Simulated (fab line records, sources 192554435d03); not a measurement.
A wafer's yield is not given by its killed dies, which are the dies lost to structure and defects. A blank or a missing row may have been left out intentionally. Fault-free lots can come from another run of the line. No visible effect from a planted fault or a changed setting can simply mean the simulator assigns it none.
The tool behind it: which one? / flow n5Finfet / 10 lots with 30 wafers sampled at 5 steps, on a route of 1938 steps

== WHAT THE GAUGES SHOWED, per wafer ==
N5_ILD0_THK_MEAS_04. Usual: thkNm 197.1 nm, standard deviation 1.2.
lot=L737; measured=day 3 13:04; on=filmMetro-01; thkNm (nm)=197.9 197.4 198.2; flag=
lot=L741; measured=day 4 17:34; on=filmMetro-01; thkNm (nm)=198.5 197.8 197.6; flag=
lot=L745; measured=day 5 17:24; on=filmMetro-02; thkNm (nm)=196.9 199.0 195.9; flag=
lot=L746; measured=day 5 19:52; on=filmMetro-01; thkNm (nm)=198.8 200.4 200.0; flag=
lot=L747; measured=day 6 04:58; on=filmMetro-01; thkNm (nm)=195.1 196.2 195.9; flag=
lot=L754; measured=day 7 19:40; on=filmMetro-02; thkNm (nm)=195.5 196.2 194.9; flag=
lot=L755; measured=day 8 03:16; on=filmMetro-02; thkNm (nm)=196.1 194.6 196.3; flag=
lot=L757; measured=day 8 15:08; on=filmMetro-02; thkNm (nm)=196.4 198.1 197.0; flag=
lot=L759; measured=day 9 03:25; on=filmMetro-01; thkNm (nm)=198.1 198.9 198.0; flag=
lot=L760; measured=day 9 11:31; on=filmMetro-02; thkNm (nm)=197.4 195.5 195.3; flag=

N5_ILD0_THK_MEAS_08. Usual: thkNm 138.4 nm, standard deviation 1.3.
lot=L737; measured=day 3 13:23; on=filmMetro-01; thkNm (nm)=138.1 137.2 137.5; flag=
lot=L741; measured=day 4 17:53; on=filmMetro-01; thkNm (nm)=137.7 137.0 137.6; flag=
lot=L745; measured=day 5 17:43; on=filmMetro-01; thkNm (nm)=136.6 138.9 139.2; flag=
lot=L746; measured=day 5 20:11; on=filmMetro-01; thkNm (nm)=140.1 141.2 141.1; flag=
lot=L747; measured=day 6 05:18; on=filmMetro-02; thkNm (nm)=136.2 139.1 137.2; flag=
lot=L754; measured=day 7 19:59; on=filmMetro-02; thkNm (nm)=136.0 136.4 136.6; flag=
lot=L755; measured=day 8 03:36; on=filmMetro-01; thkNm (nm)=140.3 139.5 138.7; flag=
lot=L757; measured=day 8 15:28; on=filmMetro-02; thkNm (nm)=139.2 138.7 140.2; flag=
lot=L759; measured=day 9 03:44; on=filmMetro-02; thkNm (nm)=137.7 137.2 137.5; flag=
lot=L760; measured=day 9 11:50; on=filmMetro-02; thkNm (nm)=138.0 137.9 139.5; flag=

N5_BEOL_M4_RC_MEAS_101. Usual: DIBL_N 36.0 mV/V, standard deviation 1.6; DIBL_P 36.1 mV/V, standard deviation 2; IOFF_N 0.160 nA/um, standard deviation 0.029; IOFF_P 0.21 nA/um, standard deviation 0.039; ION_N 675 uA/um, standard deviation 13; ION_P 464 uA/um, standard deviation 8.8; SS_N 71.5 mV/dec, standard deviation 0.58; SS_P 73.3 mV/dec, standard deviation 0.65; VT_N 250 mV, standard deviation 3.3; VT_P -249 mV, standard deviation 3.6.
lot=L737; measured=day 7 20:04; on=prober-02; DIBL_N (mV/V)=37.4 35.6 36.4; DIBL_P (mV/V)=36.9 34.9 33.6; IOFF_N (nA/um)=0.164 0.128 0.141; IOFF_P (nA/um)=0.21 0.19 0.17; ION_N (uA/um)=676 659 662; ION_P (uA/um)=456 454 449; SS_N (mV/dec)=72.0 71.5 71.6; SS_P (mV/dec)=73.4 73.0 72.7; VT_N (mV)=247 251 254; VT_P (mV)=-252 -253 -255; flag=
lot=L741; measured=day 8 23:21; on=prober-02; DIBL_N (mV/V)=33.7 32.2 35.7; DIBL_P (mV/V)=35.3 33.5 37.8; IOFF_N (nA/um)=0.146 0.118 0.175; IOFF_P (nA/um)=0.19 0.17 0.23; ION_N (uA/um)=678 675 678; ION_P (uA/um)=463 466 463; SS_N (mV/dec)=71.2 70.8 70.7; SS_P (mV/dec)=73.1 72.7 73.7; VT_N (mV)=250 253 247; VT_P (mV)=-252 -250 -249; flag=
lot=L745; measured=day 10 03:58; on=prober-01; DIBL_N (mV/V)=37.1 34.3 34.3; DIBL_P (mV/V)=36.8 35.2 34.8; IOFF_N (nA/um)=0.180 0.130 0.132; IOFF_P (nA/um)=0.20 0.18 0.18; ION_N (uA/um)=669 658 672; ION_P (uA/um)=454 452 462; SS_N (mV/dec)=71.5 71.1 71.1; SS_P (mV/dec)=73.3 72.9 73.6; VT_N (mV)=251 256 251; VT_P (mV)=-251 -250 -252; flag=
lot=L746; measured=day 10 04:10; on=prober-02; DIBL_N (mV/V)=35.8 37.9 38.2; DIBL_P (mV/V)=35.5 37.8 37.7; IOFF_N (nA/um)=0.150 0.186 0.192; IOFF_P (nA/um)=0.20 0.24 0.24; ION_N (uA/um)=677 688 688; ION_P (uA/um)=467 472 466; SS_N (mV/dec)=71.9 72.2 71.8; SS_P (mV/dec)=73.4 73.6 73.8; VT_N (mV)=249 245 245; VT_P (mV)=-253 -248 -248; flag=
lot=L747; measured=day 10 18:43; on=prober-02; DIBL_N (mV/V)=36.3 36.4 37.7; DIBL_P (mV/V)=36.7 37.4 38.8; IOFF_N (nA/um)=0.166 0.165 0.180; IOFF_P (nA/um)=0.23 0.25 0.26; ION_N (uA/um)=679 678 672; ION_P (uA/um)=463 471 458; SS_N (mV/dec)=72.5 72.9 72.1; SS_P (mV/dec)=72.7 73.8 73.5; VT_N (mV)=248 249 248; VT_P (mV)=-246 -243 -247; flag=
lot=L754; measured=day 12 04:14; on=prober-01; DIBL_N (mV/V)=37.1 35.7 34.8; DIBL_P (mV/V)=38.1 36.5 35.1; IOFF_N (nA/um)=0.203 0.154 0.144; IOFF_P (nA/um)=0.22 0.20 0.18; ION_N (uA/um)=685 661 670; ION_P (uA/um)=463 463 455; SS_N (mV/dec)=71.5 71.4 70.7; SS_P (mV/dec)=73.6 73.8 72.9; VT_N (mV)=245 248 250; VT_P (mV)=-248 -248 -253; flag=
lot=L755; measured=day 12 22:20; on=prober-02; DIBL_N (mV/V)=37.0 38.7 38.2; DIBL_P (mV/V)=37.9 39.9 40.1; IOFF_N (nA/um)=0.177 0.218 0.195; IOFF_P (nA/um)=0.24 0.30 0.29; ION_N (uA/um)=694 711 689; ION_P (uA/um)=478 482 480; SS_N (mV/dec)=72.3 72.2 72.1; SS_P (mV/dec)=73.2 74.3 73.8; VT_N (mV)=245 244 244; VT_P (mV)=-245 -244 -244; flag=
lot=L757; measured=day 13 13:07; on=prober-02; DIBL_N (mV/V)=35.4 36.8 38.6; DIBL_P (mV/V)=35.1 36.5 39.2; IOFF_N (nA/um)=0.146 0.159 0.210; IOFF_P (nA/um)=0.20 0.22 0.27; ION_N (uA/um)=695 675 706; ION_P (uA/um)=478 466 479; SS_N (mV/dec)=71.2 71.7 72.0; SS_P (mV/dec)=72.2 73.2 74.0; VT_N (mV)=249 251 247; VT_P (mV)=-251 -248 -247; flag=
lot=L759; measured=day 13 15:26; on=prober-02; DIBL_N (mV/V)=34.6 35.0 37.1; DIBL_P (mV/V)=33.6 35.3 37.7; IOFF_N (nA/um)=0.128 0.139 0.180; IOFF_P (nA/um)=0.19 0.21 0.25; ION_N (uA/um)=664 657 682; ION_P (uA/um)=462 458 465; SS_N (mV/dec)=70.7 71.5 71.9; SS_P (mV/dec)=72.0 72.9 74.1; VT_N (mV)=253 253 247; VT_P (mV)=-247 -251 -247; flag=
lot=L760; measured=day 13 14:01; on=prober-01; DIBL_N (mV/V)=37.1 37.2 38.8; DIBL_P (mV/V)=39.3 38.6 40.2; IOFF_N (nA/um)=0.192 0.181 0.234; IOFF_P (nA/um)=0.30 0.27 0.31; ION_N (uA/um)=682 677 687; ION_P (uA/um)=472 469 468; SS_N (mV/dec)=70.9 72.6 72.1; SS_P (mV/dec)=74.7 73.8 74.1; VT_N (mV)=245 247 244; VT_P (mV)=-242 -246 -242; flag=

== EACH LOT AND THE TOOL THAT RAN IT (in order: tool; ch and the chambers of the sampled wafers; start) ==
lot=L737; N5_ILD0_LINER_00=aldSin-04 ch 0,1,3, day 3 10:25; N5_ILD0_CMP_12=cmp-02 ch 0,1,2, day 3 16:21
lot=L741; N5_ILD0_LINER_00=aldSin-01 ch 0,2,3, day 4 14:55; N5_ILD0_CMP_12=cmp-02 ch 0,3, day 4 20:54
lot=L745; N5_ILD0_LINER_00=aldSin-04 ch 0,1,3, day 5 14:44; N5_ILD0_CMP_12=cmp-02 ch 0,3, day 5 20:38
lot=L746; N5_ILD0_LINER_00=aldSin-02 ch 0,1,3, day 5 17:11; N5_ILD0_CMP_12=cmp-02 ch 0,1,3, day 5 23:13
lot=L747; N5_ILD0_LINER_00=aldSin-04 ch 0,1, day 6 02:19; N5_ILD0_CMP_12=cmp-02 ch 0,1,3, day 6 08:20
lot=L754; N5_ILD0_LINER_00=aldSin-04 ch 0,2, day 7 17:00; N5_ILD0_CMP_12=cmp-03 ch 0,1,3, day 7 22:58
lot=L755; N5_ILD0_LINER_00=aldSin-01 ch 0,1, day 8 00:37; N5_ILD0_CMP_12=cmp-03 ch 1,2, day 8 06:31
lot=L757; N5_ILD0_LINER_00=aldSin-04 ch 0,1,2, day 8 12:29; N5_ILD0_CMP_12=cmp-03 ch 0,2, day 8 18:25
lot=L759; N5_ILD0_LINER_00=aldSin-01 ch 0,1,2, day 9 00:23; N5_ILD0_CMP_12=cmp-03 ch 1,3, day 9 06:41
lot=L760; N5_ILD0_LINER_00=aldSin-04 ch 0,2,3, day 9 08:29; N5_ILD0_CMP_12=cmp-02 ch 0,2,3, day 9 14:48
- N5_ILD0_LINER_00: material SiNx, target thk 4 nm, pulse time 1 s, purge time 2 s.
- N5_ILD0_CMP_12: polishes SiNx, stops on poly-Si, t overpolish 6 s, target thk 17.67 nm.

== WHAT THE TOOLS THEMSELVES READ (means of the sampled wafers that have a number; where no wafer has one, the mark that the record gives instead) ==
N5_ILD0_LINER_00. Usual: heaterPowerW 832 W, standard deviation 87; precursorPulseHeightRel 1.001, standard deviation 0.021.
lot=L737; tool=aldSin-04; heaterPowerW (W)=829; precursorPulseHeightRel=0.984; flag=
lot=L741; tool=aldSin-01; heaterPowerW (W)=871; precursorPulseHeightRel=1.007; flag=
lot=L745; tool=aldSin-04; heaterPowerW (W)=828; precursorPulseHeightRel=1.007; flag=
lot=L746; tool=aldSin-02; heaterPowerW (W)=771; precursorPulseHeightRel=1.017; flag=
lot=L747; tool=aldSin-04; heaterPowerW (W)=819; precursorPulseHeightRel=1.014; flag=
lot=L754; tool=aldSin-04; heaterPowerW (W)=793; precursorPulseHeightRel=1.002; flag=
lot=L755; tool=aldSin-01; heaterPowerW (W)=810; precursorPulseHeightRel=1.004; flag=
lot=L757; tool=aldSin-04; heaterPowerW (W)=809; precursorPulseHeightRel=1.007; flag=
lot=L759; tool=aldSin-01; heaterPowerW (W)=845; precursorPulseHeightRel=1.016; flag=
lot=L760; tool=aldSin-04; heaterPowerW (W)=820; precursorPulseHeightRel=0.994; flag=

N5_ILD0_CMP_12. Usual: headPressurePsi 2.499 psi, standard deviation 0.0053; motorCurrentA 9.1 A, standard deviation 0.91; overpolishRunS 6.000 s, standard deviation 0.0085; timeToEndpointS 28.2 s, standard deviation 2.7.
lot=L737; tool=cmp-02; headPressurePsi (psi)=2.497; motorCurrentA (A)=8.6; overpolishRunS (s)=6.000; timeToEndpointS (s)=28.2; flag=
lot=L741; tool=cmp-02; headPressurePsi (psi)=2.497; motorCurrentA (A)=8.3; overpolishRunS (s)=6.000; timeToEndpointS (s)=27.8; flag=
lot=L745; tool=cmp-02; headPressurePsi (psi)=2.502; motorCurrentA (A)=8.7; overpolishRunS (s)=6.005; timeToEndpointS (s)=23.9; flag=
lot=L746; tool=cmp-02; headPressurePsi (psi)=1.874; motorCurrentA (A)=7.7; overpolishRunS (s)=5.997; timeToEndpointS (s)=37.3; flag=OFF
lot=L747; tool=cmp-02; headPressurePsi (psi)=1.881; motorCurrentA (A)=7.4; overpolishRunS (s)=6.005; timeToEndpointS (s)=37.4; flag=OFF
lot=L754; tool=cmp-03; headPressurePsi (psi)=2.501; motorCurrentA (A)=9.7; overpolishRunS (s)=6.002; timeToEndpointS (s)=27.0; flag=
lot=L755; tool=cmp-03; headPressurePsi (psi)=2.506; motorCurrentA (A)=9.6; overpolishRunS (s)=5.991; timeToEndpointS (s)=29.7; flag=
lot=L757; tool=cmp-03; headPressurePsi (psi)=2.499; motorCurrentA (A)=10.0; overpolishRunS (s)=6.006; timeToEndpointS (s)=30.5; flag=
lot=L759; tool=cmp-03; headPressurePsi (psi)=2.500; motorCurrentA (A)=9.4; overpolishRunS (s)=5.995; timeToEndpointS (s)=30.0; flag=
lot=L760; tool=cmp-02; headPressurePsi (psi)=2.499; motorCurrentA (A)=8.5; overpolishRunS (s)=6.001; timeToEndpointS (s)=24.2; flag=

== THE ANSWER, worked out from the rows above alone ==
Rule: lot off if the mean of its wafers having a number is beyond 3 standard deviations from the usual mean. Also off: a lot with no number at a reading for which 4 or more lots have one. All remaining lots with rows at the step are treated as sound. First the gauges in route order, then the tools' own readings, where a lot's mean is used as printed above. At the first step where some lot is off, the reading lying furthest off is the one used; lots without a number count as furthest.
Off at N5_ILD0_CMP_12 (headPressurePsi): L746, L747.
A tool fits if, at that step or a process step before it, it ran every lot that is off, and no sound lot after the first of them. None of those tried fits.

== WHAT THE SIMULATOR PUT IN ==
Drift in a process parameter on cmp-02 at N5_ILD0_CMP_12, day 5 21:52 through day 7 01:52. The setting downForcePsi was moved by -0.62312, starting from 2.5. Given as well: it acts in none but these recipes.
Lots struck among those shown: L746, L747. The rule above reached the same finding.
